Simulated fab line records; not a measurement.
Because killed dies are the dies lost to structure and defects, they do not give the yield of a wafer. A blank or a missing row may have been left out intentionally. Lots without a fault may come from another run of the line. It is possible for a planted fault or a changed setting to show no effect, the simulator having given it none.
Split-lot experiment + flow n5_finfet + on a route of 1938 steps: 7 lots, 21 wafers read

== THE SPLIT ==
At N5_MOL_CONTACT_COAG_ETCH_91 (etches SOC in N2/H2, target depth 60 nm, overetch 21 nm, time 101.2 s), the setting source_w was moved away from the recipe's 840 W on 8 of the 21 wafers read, by -14.0% to +15.7%. For the rest of the wafers, this setting stayed at what the recipe calls for.

The reading comes from the split's own step.

== THE READING ==
rf_vpp_V, in V, at N5_MOL_CONTACT_COAG_ETCH_91 (etches SOC in N2/H2, target depth 60 nm, overetch 21 nm, time 101.2 s). On this fab line, fault-free wafers typically give 524.5 V with a standard deviation of 2.7 V.

| wafer  | tool, chamber at the split | source_w as run, W | against the recipe | rf_vpp_V, V | against lot-mates on the recipe |
|--------|----------------------------|--------------------|--------------------|-------------|---------------------------------|
| L076.3 | rie_diel-02, 0             | 773.6              | -7.9%              | 539.8       | +11.6                           |
| L076.4 | rie_diel-02, 1             | 773.6              | -7.9%              | 539.7       | +11.5                           |
| L076.6 | rie_diel-02, 2             | 840                | recipe             | 528.2       | -                               |
| L090.1 | rie_diel-06, 1             | 840                | recipe             | 520.6       | -                               |
| L090.2 | rie_diel-06, 2             | 840                | recipe             | 528.2       | -                               |
| L090.3 | rie_diel-06, 3             | 722                | -14.0%             | 554.7       | +30.3                           |
| L091.1 | rie_diel-06, 3             | 754.6              | -10.2%             | 547.3       | +22.8                           |
| L091.3 | rie_diel-06, 0             | 840                | recipe             | 527.6       | -                               |
| L091.6 | rie_diel-06, 1             | 840                | recipe             | 521.4       | -                               |
| L092.1 | rie_diel-02, 2             | 840                | recipe             | 528.5       | -                               |
| L092.5 | rie_diel-02, 2             | 840                | recipe             | 528.0       | -                               |
| L092.6 | rie_diel-02, 3             | 840                | recipe             | 522.5       | -                               |
| L094.2 | rie_diel-02, 0             | 840                | recipe             | 525.0       | -                               |
| L094.3 | rie_diel-02, 2             | 840                | recipe             | 526.3       | -                               |
| L094.6 | rie_diel-02, 3             | 934.9              | +11.3%             | 503.9       | -21.8                           |
| L095.4 | rie_diel-01, 3             | 971.8              | +15.7%             | 496.9       | -24.6                           |
| L095.5 | rie_diel-01, 1             | 840                | recipe             | 523.3       | -                               |
| L095.6 | rie_diel-01, 0             | 840                | recipe             | 519.7       | -                               |
| L096.1 | rie_diel-02, 1             | 840                | recipe             | 524.7       | -                               |
| L096.3 | rie_diel-02, 2             | 884.5              | +5.3%              | 518.0       | -6.7                            |
| L096.4 | rie_diel-02, 0             | 884.5              | +5.3%              | 517.5       | -7.2                            |

FIT RESULTS
A straight line over all 21 wafers: rf_vpp_V changes by -1.91 V for each +1% of source_w; r = -0.98; the points scatter about the line by 2.8 V.
The same after taking each lot's own level away (the mean of its wafers on the recipe; 21 wafers): -1.8 V for each +1%; r = -0.97; scatter 2.9 V.
On that fit, the largest move of source_w shifts the reading by 28 V.
Measured against the standard deviation above, the lots' own levels, which go from 521.50 to 528.20 V, span 2.5 times it.
So the lot-to-lot level changes the slope little: the two slopes agree.
Check: -29.4 V against its lot-mates is what the line predicts for one of the wafers moved furthest among these (+15.7%) when that wafer is left out of the fit. Against them it came out at -24.6 V.
Tool readings at the split's step, against how far the setting was moved: rf_vpp_V r = -0.98.

== OTHER SPLITS ON THESE WAFERS ==
Other splits were also applied to these wafers ahead of the reading. Each is held against what the fit with the lots' levels taken away leaves over:
| other split on the same wafers         | wafers away from the commonest value | r with rf_vpp_V (lot level and that fit taken away) |
|----------------------------------------|--------------------------------------|-----------------------------------------------------|
| N5_SD_EPI_P_COAT_35 spin_rpm           | 9                                    | -0.23                                               |
| N5_HKMG_FIN_COAT_41 spin_rpm           | 8                                    | +0.10                                               |
| N5_GATE_CUT_COAT_27 spin_rpm           | 10                                   | +0.22                                               |
| N5_GATE_CUT_EXPOSE_10 dose_mj          | 7                                    | -0.25                                               |
| N5_MOL_CONTACT_COAG_ALD_131 ald_cycles | 9                                    | -0.19                                               |

== FILE'S OWN FIT ==
rf_vpp_V changes by -1.85 V for each +1% of source_w, r = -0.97.
